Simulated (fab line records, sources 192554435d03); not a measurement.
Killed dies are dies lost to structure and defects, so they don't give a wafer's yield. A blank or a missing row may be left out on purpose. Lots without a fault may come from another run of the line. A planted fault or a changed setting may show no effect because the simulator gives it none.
A struck lot beside a sound one | flow n5_finfet | 15 steps out of a route of 1938
Sound: wafers L351.1, L351.3, L351.6. Struck: wafers L337.1, L337.5, L337.6. The cause comes at the end.
At each step with rows: each side's tool, then ch and its chambers, then its first start. Under that, the readings that differ: sound wafers | struck wafers | difference of the means | sigmas: that difference in standard deviations of wafers without a fault.
alike: readings whose means differ by less than 2 such deviations, and words and numbers that are the same on both sides. not compared: withheld readings, readings that some wafer has no value for, bounds like >300 that may hide the same value, and numbers for which the record gives no deviation and whose values overlap.
The two part at a step that has a row with sigmas, a row that says differs or no value, or rows on one side only. Numbers that don't overlap but have no deviation are shown without sigmas and don't part them. A reading that every wafer of one side lacks parts them only if that side has two wafers or more.

first, 8 steps without rows for these wafers: N5_WELL_APT_HMDS_18 (time 60 s); N5_WELL_APT_COAT_19 (resist thk 950 nm); N5_WELL_APT_EBR_21; N5_WELL_APT_SOFTBAKE_20 (time 60 s); N5_WELL_APT_EXPOSE_22 (exposes mask PWELL, defocus 0 nm, target cd 200 nm); N5_WELL_APT_PEB_23 (peb time 90 s); N5_WELL_APT_DEVELOP_24 (develop time 45 s); N5_WELL_APT_HARDBAKE_29 (time 120 s).
N5_WELL_APT_CD_MEAS_25: target cd 200 nm.
  sound on cd_sem-02 ch 0, day 6 20:48; struck on cd_sem-01 ch 0, day 3 08:56
  alike: cd_nm
N5_WELL_APT_OVL_MEAS_26:
  sound on overlay-01 ch 0, day 6 20:50; struck on overlay-01 ch 0, day 3 08:58
  alike: PWELL_OVL
N5_WELL_APT_INSPECT_27: inspects for defects (macro).
  sound on defect_inspect-02, day 6 20:52; struck on defect_inspect-02, day 3 08:59
  alike: raw_defect_count
N5_WELL_APT_DESCUM_30: chemistry O2, time 7.9 s.
  sound on rie_diel-01 ch 0,2, day 6 20:53; struck on rie_diel-05 ch 1,2,3, day 3 09:01
  alike: bias_power_w, drypump_motor_current_A, o2_flow_sccm, oes_product_au, rf_vpp_V, showerhead_plenum_p_Torr, throttle_valve_pct
  not compared: rf_hours_counter_h
N5_WELL_APT_IMPLANT_31:
  sound on implanter-01 ch 0, day 6 20:59; struck on implanter-02 ch 0, day 3 09:07
  reading            | sound                            | struck                           | difference  | sigmas
  dose_ions_cm2      | 1.5003e+13 1.4995e+13 1.5007e+13 | 2.1317e+13 2.1328e+13 2.1346e+13 | +6.3287e+12 | +99 or more
  faraday_current_uA | 191 195 189                      | 281 274 275                      | +85         | +23
then, 1 step without rows for these wafers: N5_WELL_APT_IMPLANT_32.
-- the record jumps here: 13 days lie between the struck wafers' starts before and after (it left off in module WELL_APT and takes up again in module PASSIVATION, whose first step shown is number 1936 of the route) --
N5_PASSIVATION_PROBE_49:
  sound on prober-02, day 21 08:40; struck on prober-01, day 16 17:59
  alike: killed_at_M0_to_M3, killed_at_M4_up, killed_at_contacts, killed_at_front_end, killed_at_other, killed_dies, killed_open, killed_short

WHERE THEY PART
Only at N5_WELL_APT_IMPLANT_31, within this record. Later steps at which nothing parts them and some readings are alike: N5_PASSIVATION_PROBE_49.

WHY: what the simulator had put in
Process parameter drift: implanter-02, from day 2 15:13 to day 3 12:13, at N5_WELL_APT_IMPLANT_31. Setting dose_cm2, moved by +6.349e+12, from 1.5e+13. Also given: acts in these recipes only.
